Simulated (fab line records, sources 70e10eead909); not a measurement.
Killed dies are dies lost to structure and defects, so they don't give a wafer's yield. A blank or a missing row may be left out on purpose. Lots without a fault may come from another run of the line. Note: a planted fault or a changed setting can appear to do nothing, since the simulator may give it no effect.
Which of the tools did it? -- flow nand-harc -- 12 lots, 36 wafers sampled, at 5 steps of a route of 1159

== WHAT EACH GAUGE READ, for each wafer ==
NHARC_A_BONDPAD_CD_MEAS_13. Usual: cd-nm at 499.0 nm, with a standard deviation of 2.7.
lot,measured,on,cd-nm (nm),flag
L515,day 18 15:25,cd-sem-02,497.4 499.8 494.9,
L516,day 18 16:59,cd-sem-01,501.2 496.4 496.3,
L517,day 18 20:15,cd-sem-01,500.8 499.9 494.3,
L518,day 19 08:04,cd-sem-03,499.2 503.1 497.5,
L519,day 19 08:55,cd-sem-01,501.4 504.1 501.2,
L522,day 20 09:49,cd-sem-03,502.0 501.4 501.8,
L531,day 22 09:11,cd-sem-02,502.4 506.5 501.9,
L528,day 22 12:02,cd-sem-03,495.6 499.3 496.8,
L530,day 23 00:19,cd-sem-01,496.7 499.3 497.5,
L532,day 23 00:41,cd-sem-01,494.1 495.1 496.8,
L534,day 23 08:34,cd-sem-01,494.0 500.6 497.0,
L537,day 24 00:35,cd-sem-03,502.3 497.7 498.4,

NHARC_END_SORT_01. Usual: defect-limited-yield 95.8 %, standard deviation 1.3; killed-at-array 24, standard deviation 8.7; killed-at-other 0.8, standard deviation 1.2; killed-at-periphery 3.6, standard deviation 2.3; killed-dies 28, standard deviation 8.9; killed-open 3.2, standard deviation 1.9; killed-short 2.0, standard deviation 1.6; sort_bin_2_pct 1.3 %, standard deviation 0.57; sort_bin_3_pct 0.22 %, standard deviation 0.19; sort_bin_4_pct 2.7 %, standard deviation 0.89; sort-n-pass 649, standard deviation 8.9; sort-rim-yield-pct 95 %, standard deviation 3.1; sort-yield-pct 95.8 %, standard deviation 1.3.
lot,measured,on,defect-limited-yield (%),killed-at-array,killed-at-other,killed-at-periphery,killed-dies,killed-open,killed-short,sort_bin_2_pct (%),sort_bin_3_pct (%),sort_bin_4_pct (%),sort-n-pass,sort-rim-yield-pct (%),sort-yield-pct (%),flag
L522,day 21 16:46,prober-02,94.4 95.9 91.3,30 22 50,0 1 2,8 5 7,38 28 59,2 2 6,2 2 3,1.6 1.6 3.1,0.44 0.44 1.62,3.5 2.1 4.0,639 649 618,95 92 89,94.4 95.9 91.3,OFF

== WHAT TOOL EACH LOT RAN ON (gives the tool, then ch and the chambers of the sampled wafers, and finally the start) ==
lot,NHARC_A_M1_PRE_CLEAN_30,NHARC_A_BONDPAD_DESCUM_11,NHARC_A_BONDPAD_PRE_CLEAN_26
L515,"pvd-sputter-02, day 18 10:48","rie-diel-03 ch 0,1,2, day 18 15:07","pvd-sputter-03, no start"
L516,"pvd-sputter-01, day 18 12:45","rie-diel-05 ch 0,1,2, day 18 16:41","pvd-sputter-01, no start"
L517,"pvd-sputter-02, day 18 16:16","rie-diel-05 ch 2,3, day 18 19:56","pvd-sputter-01, no start"
L518,"pvd-sputter-01, day 19 04:07","rie-diel-06 ch 0,1,3, day 19 07:44","pvd-sputter-03, no start"
L519,"pvd-sputter-01, day 19 04:55","rie-diel-05 ch 2,3, day 19 08:33","pvd-sputter-03, no start"
L522,"pvd-sputter-01, day 20 05:48","rie-diel-05 ch 0,1,3, day 20 09:30","pvd-sputter-01, day 21 16:46 or earlier"
L531,"pvd-sputter-02, day 22 04:58","rie-diel-05 ch 0,1,2, day 22 08:50","pvd-sputter-02, no start"
L528,"pvd-sputter-03, day 22 08:08","rie-diel-06 ch 1,2,3, day 22 11:40","pvd-sputter-02, no start"
L530,"pvd-sputter-03, day 22 20:15","rie-diel-05 ch 0,3, day 22 23:58","pvd-sputter-02, no start"
L532,"pvd-sputter-02, day 22 20:43","rie-diel-06 ch 1,3, day 23 00:22","pvd-sputter-03, no start"
L534,"pvd-sputter-03, day 23 04:22","rie-diel-05 ch 2,3, day 23 08:12","pvd-sputter-01, no start"
L537,"pvd-sputter-03, day 23 20:47","rie-diel-05 ch 0,1,3, day 24 00:17","pvd-sputter-03, no start"
- NHARC_A_M1_PRE_CLEAN_30: time 30 s.
- NHARC_A_BONDPAD_DESCUM_11: chemistry O2, time 3 s.
- NHARC_A_BONDPAD_PRE_CLEAN_26: time 30 s.

== WHAT THE TOOLS THEMSELVES READ (means of the sampled wafers that have a number; where no wafer has one, the mark that the record gives instead) ==
NHARC_A_M1_PRE_CLEAN_30. Usual: heater-power-w at 426 W, with a standard deviation of 45.
lot,tool,heater-power-w (W),flag
L515,pvd-sputter-02,418,
L516,pvd-sputter-01,437,
L517,pvd-sputter-02,457,
L518,pvd-sputter-01,451,
L519,pvd-sputter-01,437,
L522,pvd-sputter-01,450,
L531,pvd-sputter-02,461,
L528,pvd-sputter-03,377,
L530,pvd-sputter-03,397,
L532,pvd-sputter-02,425,
L534,pvd-sputter-03,397,
L537,pvd-sputter-03,381,

NHARC_A_BONDPAD_DESCUM_11. Usual: chamber-pressure-mTorr 59.99 mTorr, standard deviation 0.059; drypump-motor-current-A 6.0 A, standard deviation 0.38; oes-product-au 1.005 a.u., standard deviation 0.012; rf-vpp-V 57.8 V, standard deviation 0.9; showerhead-plenum-p-Torr 1.92 Torr, standard deviation 0.1; throttle-valve-pct 11.312 %, standard deviation 0.0089.
lot,tool,chamber-pressure-mTorr (mTorr),drypump-motor-current-A (A),oes-product-au (a.u.),rf-vpp-V (V),showerhead-plenum-p-Torr (Torr),throttle-valve-pct (%),flag
L515,rie-diel-03,59.98,6.1,0.996,57.7,1.91,11.315,
L516,rie-diel-05,60.05,5.9,1.004,57.3,1.85,11.306,
L517,rie-diel-05,60.01,6.3,1.018,58.2,1.88,11.318,
L518,rie-diel-06,59.99,5.7,1.006,57.5,1.93,11.320,
L519,rie-diel-05,59.96,6.3,1.015,57.6,1.88,11.315,
L522,rie-diel-05,59.99,6.1,1.003,58.0,1.93,11.313,
L531,rie-diel-05,59.97,5.9,1.000,57.3,1.85,11.313,
L528,rie-diel-06,60.01,5.8,1.004,58.5,1.99,11.324,
L530,rie-diel-05,60.07,5.9,1.002,57.7,1.88,11.303,
L532,rie-diel-06,59.97,5.9,1.000,58.2,2.01,11.319,
L534,rie-diel-05,60.00,6.3,1.002,57.3,1.88,11.315,
L537,rie-diel-05,59.94,6.1,0.998,57.7,1.93,11.305,

NHARC_A_BONDPAD_PRE_CLEAN_26. Usual: heater-power-w at 423 W, with a standard deviation of 46.
lot,tool,heater-power-w (W),flag
L515,pvd-sputter-03,422,
L516,pvd-sputter-01,431,
L517,pvd-sputter-01,432,
L518,pvd-sputter-03,387,
L519,pvd-sputter-03,386,
L522,pvd-sputter-01,433,
L531,pvd-sputter-02,436,
L528,pvd-sputter-02,432,
L530,pvd-sputter-02,463,
L532,pvd-sputter-03,363,
L534,pvd-sputter-01,430,
L537,pvd-sputter-03,389,

== THE ANSWER, worked out from the rows above alone ==
Rule: lot off if the mean of its wafers having a number is beyond 3 standard deviations from the usual mean. Also off: a lot with no number at a reading for which 4 or more lots have one. Where the step has rows for the other lots, those lots are counted as sound. First the gauges in route order, then the tools' own readings, where a lot's mean is used as printed above. At the first step where some lot is off, the reading lying furthest off is the one used; lots without a number count as furthest.
Off: L522 (NHARC_END_SORT_01, sort_bin_3_pct). Neither off nor sound, because the step has no rows for them: L515, L516, L517, L518, L519, L531, L528, L530, L532, L534, L537.
If a tool, at a process step before that reading, ran all the lots that are off and no sound lot after the first of them, it fits. Gauges at NHARC_END_SORT_01: tried the same way as those tools. NHARC_A_BONDPAD_PRE_CLEAN_26: start missing for some lots; hours and lot order therefore follow NHARC_END_SORT_01. Can't be told from this: 3 tools fit, pvd-sputter-01 at NHARC_A_M1_PRE_CLEAN_30 and NHARC_A_BONDPAD_PRE_CLEAN_26, rie-diel-05 at NHARC_A_BONDPAD_DESCUM_11, prober-02 at NHARC_END_SORT_01.

== WHAT WAS PUT IN BY THE SIMULATOR ==
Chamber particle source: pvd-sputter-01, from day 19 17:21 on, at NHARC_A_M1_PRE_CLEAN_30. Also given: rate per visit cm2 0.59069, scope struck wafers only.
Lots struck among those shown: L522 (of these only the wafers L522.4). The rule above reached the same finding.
